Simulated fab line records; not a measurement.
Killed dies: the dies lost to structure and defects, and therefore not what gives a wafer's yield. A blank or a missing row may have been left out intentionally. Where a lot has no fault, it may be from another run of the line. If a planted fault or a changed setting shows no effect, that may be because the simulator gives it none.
fab line records || flow n5Finfet
record {"lots": 7, "wafers": 21}
route steps=1938 shown PASSIVATION@1929
startH: hours from the record's first day to the start of the lot's first wafer shown || waitH: time in hours since the lot's previous step || " unchanged from the row above || L1.1+2: several wafers, shown together as one row || - either no value or no given start || * or withheld: withheld || < > ~ a bound
route shown NAME@n: NAME is a module with steps in the file, n the number in the route of the first one || usual: mean/standard deviation taken from wafers without a fault || same: alike in all rows || chamber/n: place in a boat || sites: each site's reading || _std_site: standard deviation of those values || _edge_site: mean of outer sites minus mean of inner sites || radiusMm: how far each site lies from the wafer's centre || mask NAME#n: copy n || behind: the most recent tool/chamber to have shaped the wafer || hold: what put the lot on hold/how long, in hours/how the hold closed || device: the transistor (n, p or np) that didn't switch || end of line: the route-end tests of the same wafers || step lacking rows: just its recipe || killed: count of dies lost to structure and defects at first sort (not the wafer's yield) || map: a wafer's dies, marking killed ones x, the rest . and places with no die _
set.NAME: the setting the step ran with; set.NAME@STEP: the setting that earlier step ran with || model.NAME: the simulator's own value behind a step, which no gauge read
lots where settings were altered on purpose, with a table for each step and a row for each wafer
## steps
# step N5_PASSIVATION_PASS_ETCH_47
# recipe {"chemistry": "CF4/O2", "target": "SiNx", "targetDepthA": 7700, "timeS": 385, "ionEnergyEv": 100, "pressureMtorr": 40, "sourceW": 535, "biasW": 49, "Ar_flow_sccm": 100, "cf4FlowSccm": 100, "O2_flow_sccm": 10}
{"lot.wafer": "L076.1", "tool": "rieDiel-03", "chamber": 0, "startH": 274.56, "waitH": 0.0, "set.timeS": 385, "model.etch.depthNm": 743}
{"lot.wafer": "L076.3", "tool": "rieDiel-03", "chamber": 2, "startH": 274.56, "waitH": 0.0, "set.timeS": 385, "model.etch.depthNm": 772.4}
{"lot.wafer": "L076.5", "tool": "rieDiel-03", "chamber": 0, "startH": 274.56, "waitH": 0.0, "set.timeS": 385, "model.etch.depthNm": 742.6}
{"lot.wafer": "L081.2", "tool": "rieDiel-01", "chamber": 0, "startH": 299.86, "waitH": 0.0, "set.timeS": 385, "model.etch.depthNm": 734.8}
{"lot.wafer": "L081.3", "tool": "rieDiel-01", "chamber": 2, "startH": 299.86, "waitH": 0.0, "set.timeS": 422.6, "model.etch.depthNm": 830}
{"lot.wafer": "L081.5", "tool": "rieDiel-01", "chamber": 1, "startH": 299.86, "waitH": 0.0, "set.timeS": 385, "model.etch.depthNm": 778}
{"lot.wafer": "L080.1", "tool": "rieDiel-03", "chamber": 3, "startH": 302.66, "waitH": 0.0, "set.timeS": 385, "model.etch.depthNm": 740.5}
{"lot.wafer": "L080.2", "tool": "rieDiel-03", "chamber": 2, "startH": 302.66, "waitH": 0.0, "set.timeS": 385, "model.etch.depthNm": 771.6}
{"lot.wafer": "L080.3", "tool": "rieDiel-03", "chamber": 1, "startH": 302.66, "waitH": 0.0, "set.timeS": 385, "model.etch.depthNm": 745.6}
{"lot.wafer": "L089.1", "tool": "rieDiel-03", "chamber": 0, "startH": 359.29, "waitH": 0.0, "set.timeS": 385, "model.etch.depthNm": 779.7}
{"lot.wafer": "L089.2", "tool": "rieDiel-03", "chamber": 1, "startH": 359.29, "waitH": 0.0, "set.timeS": 385, "model.etch.depthNm": 762.8}
{"lot.wafer": "L089.4", "tool": "rieDiel-03", "chamber": 2, "startH": 359.29, "waitH": 0.0, "set.timeS": 331.9, "model.etch.depthNm": 659.1}
{"lot.wafer": "L088.3", "tool": "rieDiel-05", "chamber": 3, "startH": 359.87, "waitH": 0.0, "set.timeS": 385, "model.etch.depthNm": 791.2}
{"lot.wafer": "L088.4", "tool": "rieDiel-05", "chamber": 1, "startH": 359.87, "waitH": 0.0, "set.timeS": 358.4, "model.etch.depthNm": 719.7}
{"lot.wafer": "L088.5", "tool": "rieDiel-05", "chamber": 3, "startH": 359.87, "waitH": 0.0, "set.timeS": 358.4, "model.etch.depthNm": 743.8}
{"lot.wafer": "L097.1", "tool": "rieDiel-03", "chamber": 0, "startH": 458.53, "waitH": 0.0, "set.timeS": 385, "model.etch.depthNm": 765.3}
{"lot.wafer": "L097.2", "tool": "rieDiel-03", "chamber": 3, "startH": 458.53, "waitH": 0.0, "set.timeS": 385, "model.etch.depthNm": 752.4}
{"lot.wafer": "L097.4", "tool": "rieDiel-03", "chamber": 2, "startH": 458.53, "waitH": 0.0, "set.timeS": 425.7, "model.etch.depthNm": 843.1}
{"lot.wafer": "L095.2", "tool": "rieDiel-01", "chamber": 3, "startH": 463.49, "waitH": 0.0, "set.timeS": 385, "model.etch.depthNm": 750.8}
{"lot.wafer": "L095.4", "tool": "rieDiel-01", "chamber": 1, "startH": 463.49, "waitH": 0.0, "set.timeS": 385, "model.etch.depthNm": 781}
{"lot.wafer": "L095.5", "tool": "rieDiel-01", "chamber": 3, "startH": 463.49, "waitH": 0.0, "set.timeS": 328.3, "model.etch.depthNm": 644.9}
# step N5_PASSIVATION_ETCH_54
# recipe {"chemistry": "CHF3/O2", "target": "SiO2", "targetDepthA": 8800, "CHF3_flow_sccm": 50, "O2_flow_sccm": 5, "Ar_flow_sccm": 200, "timeS": 440, "maskMaterial": "PR", "pressureMtorr": 30, "sourceW": 650, "biasW": 170, "ionEnergyEv": 200}
# step N5_PASSIVATION_STRIP_48
# recipe {"chemistry": "O2", "powerW": 600, "tempC": 60, "pressureMtorr": 30, "rfFrequencyHz": 6e+07, "biasPowerW": 0, "overashFraction": 0.5, "o2FlowSccm": 225}
# step N5_PASSIVATION_SRD_72
# recipe {"dry": "ipaMarangoni", "timeS": 30, "tempC": 23, "rinseLiquid": "diw"}
# step N5_PASSIVATION_ANNEAL_56
# recipe {"tempC": 400, "timeS": 1800, "ambient": "FGA", "idleTempC": 300, "rampUpCPerMin": 5, "rampDownCPerMin": 3}
# step N5_PASSIVATION_PROBE_49
# usual {"killed_at_M0_to_M3": "33/9.9", "killed_at_M4_up": "14/6.4", "killedAtContacts": "12/7", "killedAtFrontEnd": "41/13", "killedAtOther": "3.1/2.9", "killedDies": "103/20", "killedOpen": "67/14", "killedShort": "34/9.4"}
# same {"grossDies": 1180, "killedAtBackSide": 0}
{"lot.wafer": "L076.1", "tool": "prober-01", "chamber": "-", "startH": 277.56, "waitH": 0.0, "set.timeS@PASSIVATION_PASS_ETCH_47": 385, "killed_at_M0_to_M3": 22, "killed_at_M4_up": 17, "killedAtContacts": 14, "killedAtFrontEnd": 48, "killedAtOther": 0, "killedDies": 101, "killedOpen": 64, "killedShort": 33}
{"lot.wafer": "L076.3", "tool": "prober-01", "chamber": "-", "startH": 277.66, "waitH": 0.1, "set.timeS@PASSIVATION_PASS_ETCH_47": 385, "killed_at_M0_to_M3": 37, "killed_at_M4_up": 12, "killedAtContacts": 17, "killedAtFrontEnd": 44, "killedAtOther": 0, "killedDies": 110, "killedOpen": 71, "killedShort": 38}
{"lot.wafer": "L076.5", "tool": "prober-01", "chamber": "-", "startH": 277.76, "waitH": 0.2, "set.timeS@PASSIVATION_PASS_ETCH_47": 385, "killed_at_M0_to_M3": 26, "killed_at_M4_up": 9, "killedAtContacts": 17, "killedAtFrontEnd": 62, "killedAtOther": 1, "killedDies": 115, "killedOpen": 65, "killedShort": 49}
{"lot.wafer": "L081.2", "tool": "prober-02", "chamber": "-", "startH": 302.92, "waitH": 0.1, "set.timeS@PASSIVATION_PASS_ETCH_47": 385, "killed_at_M0_to_M3": 38, "killed_at_M4_up": 7, "killedAtContacts": 3, "killedAtFrontEnd": 36, "killedAtOther": 1, "killedDies": 85, "killedOpen": 50, "killedShort": 34}
{"lot.wafer": "L081.3", "tool": "prober-02", "chamber": "-", "startH": 302.97, "waitH": 0.1, "set.timeS@PASSIVATION_PASS_ETCH_47": 422.6, "killed_at_M0_to_M3": 37, "killed_at_M4_up": 9, "killedAtContacts": 81, "killedAtFrontEnd": 38, "killedAtOther": 3, "killedDies": 168, "killedOpen": 62, "killedShort": 31}
{"lot.wafer": "L081.5", "tool": "prober-02", "chamber": "-", "startH": 303.07, "waitH": 0.2, "set.timeS@PASSIVATION_PASS_ETCH_47": 385, "killed_at_M0_to_M3": 33, "killed_at_M4_up": 14, "killedAtContacts": 72, "killedAtFrontEnd": 50, "killedAtOther": 1, "killedDies": 170, "killedOpen": 67, "killedShort": 36}
{"lot.wafer": "L080.1", "tool": "prober-01", "chamber": "-", "startH": 305.67, "waitH": 0.0, "set.timeS@PASSIVATION_PASS_ETCH_47": 385, "killed_at_M0_to_M3": 28, "killed_at_M4_up": 33, "killedAtContacts": 10, "killedAtFrontEnd": 71, "killedAtOther": 3, "killedDies": 145, "killedOpen": 85, "killedShort": 60}
{"lot.wafer": "L080.2", "tool": "prober-01", "chamber": "-", "startH": 305.72, "waitH": 0.1, "set.timeS@PASSIVATION_PASS_ETCH_47": 385, "killed_at_M0_to_M3": 39, "killed_at_M4_up": 30, "killedAtContacts": 13, "killedAtFrontEnd": 50, "killedAtOther": 2, "killedDies": 134, "killedOpen": 76, "killedShort": 49}
{"lot.wafer": "L080.3", "tool": "prober-01", "chamber": "-", "startH": 305.77, "waitH": 0.1, "set.timeS@PASSIVATION_PASS_ETCH_47": 385, "killed_at_M0_to_M3": 43, "killed_at_M4_up": 24, "killedAtContacts": 7, "killedAtFrontEnd": 71, "killedAtOther": 0, "killedDies": 145, "killedOpen": 91, "killedShort": 52}
{"lot.wafer": "L089.1", "tool": "prober-01", "chamber": "-", "startH": 362.31, "waitH": 0.0, "set.timeS@PASSIVATION_PASS_ETCH_47": 385, "killed_at_M0_to_M3": 19, "killed_at_M4_up": 20, "killedAtContacts": 36, "killedAtFrontEnd": 39, "killedAtOther": 2, "killedDies": 116, "killedOpen": 61, "killedShort": 31}
{"lot.wafer": "L089.2", "tool": "prober-01", "chamber": "-", "startH": 362.36, "waitH": 0.1, "set.timeS@PASSIVATION_PASS_ETCH_47": 385, "killed_at_M0_to_M3": 26, "killed_at_M4_up": 9, "killedAtContacts": 24, "killedAtFrontEnd": 37, "killedAtOther": 12, "killedDies": 108, "killedOpen": 53, "killedShort": 34}
{"lot.wafer": "L089.4", "tool": "prober-01", "chamber": "-", "startH": 362.46, "waitH": 0.2, "set.timeS@PASSIVATION_PASS_ETCH_47": 331.9, "killed_at_M0_to_M3": 20, "killed_at_M4_up": 10, "killedAtContacts": 9, "killedAtFrontEnd": 39, "killedAtOther": 418, "killedDies": 496, "killedOpen": 61, "killedShort": 24}
{"lot.wafer": "L088.3", "tool": "prober-01", "chamber": "-", "startH": 362.98, "waitH": 0.1, "set.timeS@PASSIVATION_PASS_ETCH_47": 385, "killed_at_M0_to_M3": 49, "killed_at_M4_up": 12, "killedAtContacts": 7, "killedAtFrontEnd": 57, "killedAtOther": 2, "killedDies": 127, "killedOpen": 77, "killedShort": 44}
{"lot.wafer": "L088.4", "tool": "prober-01", "chamber": "-", "startH": 363.03, "waitH": 0.2, "set.timeS@PASSIVATION_PASS_ETCH_47": 358.4, "killed_at_M0_to_M3": 45, "killed_at_M4_up": 7, "killedAtContacts": 17, "killedAtFrontEnd": 117, "killedAtOther": 4, "killedDies": 190, "killedOpen": 66, "killedShort": 41}
{"lot.wafer": "L088.5", "tool": "prober-01", "chamber": "-", "startH": 363.08, "waitH": 0.2, "set.timeS@PASSIVATION_PASS_ETCH_47": 358.4, "killed_at_M0_to_M3": 53, "killed_at_M4_up": 14, "killedAtContacts": 29, "killedAtFrontEnd": 43, "killedAtOther": 4, "killedDies": 143, "killedOpen": 91, "killedShort": 49}
{"lot.wafer": "L097.1", "tool": "prober-02", "chamber": "-", "startH": 461.80, "waitH": 0.0, "set.timeS@PASSIVATION_PASS_ETCH_47": 385, "killed_at_M0_to_M3": 34, "killed_at_M4_up": 22, "killedAtContacts": 15, "killedAtFrontEnd": 58, "killedAtOther": 5, "killedDies": 134, "killedOpen": 68, "killedShort": 32}
{"lot.wafer": "L097.2", "tool": "prober-02", "chamber": "-", "startH": 461.85, "waitH": 0.1, "set.timeS@PASSIVATION_PASS_ETCH_47": 385, "killed_at_M0_to_M3": 28, "killed_at_M4_up": 14, "killedAtContacts": 21, "killedAtFrontEnd": 38, "killedAtOther": 2, "killedDies": 103, "killedOpen": 61, "killedShort": 26}
{"lot.wafer": "L097.4", "tool": "prober-02", "chamber": "-", "startH": 461.95, "waitH": 0.2, "set.timeS@PASSIVATION_PASS_ETCH_47": 425.7, "killed_at_M0_to_M3": 33, "killed_at_M4_up": 19, "killedAtContacts": 14, "killedAtFrontEnd": 49, "killedAtOther": 6, "killedDies": 121, "killedOpen": 80, "killedShort": 35}
{"lot.wafer": "L095.2", "tool": "prober-01", "chamber": "-", "startH": 467.45, "waitH": 0.1, "set.timeS@PASSIVATION_PASS_ETCH_47": 385, "killed_at_M0_to_M3": 25, "killed_at_M4_up": 24, "killedAtContacts": 92, "killedAtFrontEnd": 73, "killedAtOther": 1, "killedDies": 215, "killedOpen": 89, "killedShort": 40}
{"lot.wafer": "L095.4", "tool": "prober-01", "chamber": "-", "startH": 467.55, "waitH": 0.2, "set.timeS@PASSIVATION_PASS_ETCH_47": 385, "killed_at_M0_to_M3": 44, "killed_at_M4_up": 17, "killedAtContacts": 14, "killedAtFrontEnd": 50, "killedAtOther": 2, "killedDies": 127, "killedOpen": 84, "killedShort": 43}
{"lot.wafer": "L095.5", "tool": "prober-01", "chamber": "-", "startH": 467.60, "waitH": 0.2, "set.timeS@PASSIVATION_PASS_ETCH_47": 328.3, "killed_at_M0_to_M3": 23, "killed_at_M4_up": 19, "killedAtContacts": 7, "killedAtFrontEnd": 54, "killedAtOther": 753, "killedDies": 856, "killedOpen": 75, "killedShort": 28}
# killed by level:class
L076.1 FIN_SAQP:geometricParticle:open=11 MOL_CONTACT_COAG:geometricParticle:open=11 GATE_CUT:geometricParticle:short=9 FIN_SAQP:geometricParticle:short=8 BEOL_M0_SAQP:geometricParticle:open=8 BEOL_M4:geometricParticle:open=7 GATE_CUT:geometricParticle:open=5 BEOL_M0_SAQP:geometricParticle:short=4
L076.3 MOL_CONTACT_COAG:geometricParticle:open=15 BEOL_M0_SAQP:geometricParticle:open=14 FIN_SAQP:geometricParticle:short=13 BEOL_M0_SAQP:geometricParticle:short=13 FIN_SAQP:geometricParticle:open=11 BEOL_M4:geometricParticle:open=8 BEOL_M2:geometricParticle:open=5 STARTING-WAFER:geometricParticle:short=3
L076.5 FIN_SAQP:geometricParticle:short=18 MOL_CONTACT_COAG:geometricParticle:open=13 FIN_SAQP:geometricParticle:open=9 BEOL_M3:geometricParticle:open=9 GATE_CUT:geometricParticle:short=8 BEOL_M2:geometricParticle:open=5 STARTING-WAFER:geometricParticle:short=5 MOL_CONTACT_COAG:geometricParticle:short=4
L081.2 FIN_SAQP:geometricParticle:short=12 BEOL_M1:geometricParticle:open=10 BEOL_M3:geometricParticle:open=8 FIN_SAQP:geometricParticle:open=6 STI_FIN_REVEAL:geometricParticle:open=6 BEOL_M0_SAQP:geometricParticle:short=5 BEOL_M0_SAQP:geometricParticle:open=4 MOL_CONTACT_COAG:geometricParticle:open=3
L081.3 MOL_CONTACT_COAG:areaExpose=75 STI_FIN_REVEAL:geometricParticle:open=8 DUMMY_GATE:geometricParticle:open=7 GATE_CUT:geometricParticle:short=7 BEOL_M3:geometricParticle:open=7 BEOL_M1:geometricParticle:open=7 BEOL_M2:geometricParticle:open=6 BEOL_M0_SAQP:geometricParticle:open=5
L081.5 MOL_CONTACT_COAG:areaExpose=67 FIN_SAQP:geometricParticle:short=17 FIN_SAQP:geometricParticle:open=11 BEOL_M1:geometricParticle:open=10 BEOL_M2:geometricParticle:open=7 BEOL_M3:geometricParticle:open=6 STI_FIN_REVEAL:geometricParticle:open=5 BEOL_M4:geometricParticle:open=4
L080.1 FIN_SAQP:geometricParticle:short=26 BEOL_M4:geometricParticle:open=22 FIN_SAQP:geometricParticle:open=15 MOL_CONTACT_COAG:geometricParticle:open=8 BEOL_M0_SAQP:geometricParticle:open=6 STI_FIN_REVEAL:geometricParticle:open=6 GATE_CUT:geometricParticle:short=6 BEOL_M2:geometricParticle:short=5
L080.2 BEOL_M4:geometricParticle:open=16 BEOL_M0_SAQP:geometricParticle:open=12 MOL_CONTACT_COAG:geometricParticle:open=12 GATE_CUT:geometricParticle:short=11 FIN_SAQP:geometricParticle:short=10 HKMG_FIN:areaEtch=9 BEOL_M2:geometricParticle:open=8 BEOL_M0_SAQP:geometricParticle:short=7
L080.3 FIN_SAQP:geometricParticle:open=16 STI_FIN_REVEAL:geometricParticle:open=12 BEOL_M0_SAQP:geometricParticle:short=12 FIN_SAQP:geometricParticle:short=11 DUMMY_GATE:geometricParticle:open=9 BEOL_M4:geometricParticle:open=9 MOL_CONTACT_COAG:geometricParticle:open=7 BEOL_M0_SAQP:geometricParticle:open=7
L089.1 MOL_CONTACT_COAG:areaExpose=24 FIN_SAQP:geometricParticle:open=10 MOL_CONTACT_COAG:geometricParticle:open=9 FIN_SAQP:geometricParticle:short=8 BEOL_M1:geometricParticle:open=8 DUMMY_GATE:geometricParticle:open=5 GATE_CUT:geometricParticle:short=5 BEOL_M7:geometricParticle:open=4
L089.2 MOL_CONTACT_COAG:areaExpose=18 GATE_CUT:geometricParticle:short=8 FIN_SAQP:geometricParticle:open=7 BEOL_M3:geometricParticle:open=7 STI_FIN_REVEAL:geometricParticle:open=7 BEOL_M0_SAQP:geometricParticle:open=6 MOL_CONTACT_COAG:geometricParticle:open=5 STARTING-WAFER:geometricParticle:open=4
L089.4 PASSIVATION:areaEtch=410 FIN_SAQP:geometricParticle:open=12 MOL_CONTACT_COAG:geometricParticle:open=8 STI_FIN_REVEAL:geometricParticle:open=7 BEOL_M1:geometricParticle:open=6 GATE_CUT:geometricParticle:open=5 BEOL_M0_SAQP:geometricParticle:open=4 PASS1_CAP:geometricParticle:short=4
L088.3 BEOL_M3:geometricParticle:open=16 FIN_SAQP:geometricParticle:short=15 STI_FIN_REVEAL:geometricParticle:open=11 FIN_SAQP:geometricParticle:open=9 GATE_CUT:geometricParticle:short=9 BEOL_M0_SAQP:geometricParticle:short=8 BEOL_M4:geometricParticle:open=8 MOL_CONTACT_COAG:geometricParticle:open=7
L088.4 WELL_APT:areaPeb=78 BEOL_M2:geometricParticle:open=16 GATE_CUT:geometricParticle:short=13 MOL_CONTACT_COAG:geometricParticle:open=10 BEOL_M3:geometricParticle:open=7 STI_FIN_REVEAL:geometricParticle:open=5 BEOL_M0_SAQP:geometricParticle:short=5 BEOL_M1:geometricParticle:open=5
L088.5 MOL_CONTACT_COAG:geometricParticle:open=24 BEOL_M3:geometricParticle:open=12 BEOL_M2:geometricParticle:open=11 FIN_SAQP:geometricParticle:open=10 FIN_SAQP:geometricParticle:short=9 STI_FIN_REVEAL:geometricParticle:open=9 GATE_CUT:geometricParticle:short=7 BEOL_M0_SAQP:geometricParticle:short=7
L097.1 WELL_APT:areaExpose=19 BEOL_M3:geometricParticle:open=11 BEOL_M4:geometricParticle:open=11 MOL_CONTACT_COAG:areaExpose=10 STI_FIN_REVEAL:geometricParticle:open=8 BEOL_M0_SAQP:geometricParticle:short=7 BEOL_M0_SAQP:geometricParticle:open=7 FIN_SAQP:geometricParticle:short=5
L097.2 MOL_CONTACT_COAG:areaExpose=11 FIN_SAQP:geometricParticle:open=9 FIN_SAQP:geometricParticle:short=7 STI_FIN_REVEAL:geometricParticle:open=7 MOL_CONTACT_COAG:geometricParticle:open=7 BEOL_M1:geometricParticle:open=5 BEOL_M2:geometricParticle:open=5 BEOL_M5:geometricParticle:open=5
L097.4 FIN_SAQP:geometricParticle:open=16 BEOL_M0_SAQP:geometricParticle:open=9 BEOL_M1:geometricParticle:open=9 MOL_CONTACT_COAG:geometricParticle:open=8 STI_FIN_REVEAL:geometricParticle:open=7 FIN_SAQP:geometricParticle:short=6 BEOL_M0_SAQP:geometricParticle:short=6 DUMMY_GATE:geometricParticle:open=5
L095.2 MOL_CONTACT_COAG:areaExpose=86 STI_FIN_REVEAL:geometricParticle:open=42 BEOL_M4:geometricParticle:open=12 STI_FIN_REVEAL:geometricParticle:short=7 GATE_CUT:geometricParticle:short=7 MOL_CONTACT_COAG:geometricParticle:open=6 BEOL_M1:geometricParticle:open=6 BEOL_M4:geometricParticle:short=6
L095.4 STI_FIN_REVEAL:geometricParticle:open=18 MOL_CONTACT_COAG:geometricParticle:open=10 BEOL_M1:geometricParticle:open=10 BEOL_M3:geometricParticle:open=10 FIN_SAQP:geometricParticle:open=8 BEOL_M1:geometricParticle:short=8 BEOL_M4:geometricParticle:open=8 BEOL_M0_SAQP:geometricParticle:short=6
L095.5 PASSIVATION:areaEtch=752 STI_FIN_REVEAL:geometricParticle:open=12 FIN_SAQP:geometricParticle:open=10 BEOL_M3:geometricParticle:open=10 FIN_SAQP:geometricParticle:short=9 BEOL_M4:geometricParticle:open=9 DUMMY_GATE:geometricParticle:open=6 MOL_CONTACT_COAG:geometricParticle:open=6
## key
split {"step": "N5_PASSIVATION_PASS_ETCH_47", "setting": "timeS", "stated": 385, "by": "wafer"}
response {"step": "N5_PASSIVATION_PASS_ETCH_47", "reading": "model.etch.depthNm", "change": "+8.08", "per": "1%", "r": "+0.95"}
response {"step": "N5_PASSIVATION_PROBE_49", "reading": "killedAtOther", "shape": "bent", "atLowest": 753, "atStated": 2.3, "atHighest": 6}
response {"step": "N5_PASSIVATION_PROBE_49", "reading": "killedDies", "shape": "bent", "atLowest": 856, "atStated": 129, "atHighest": 121}
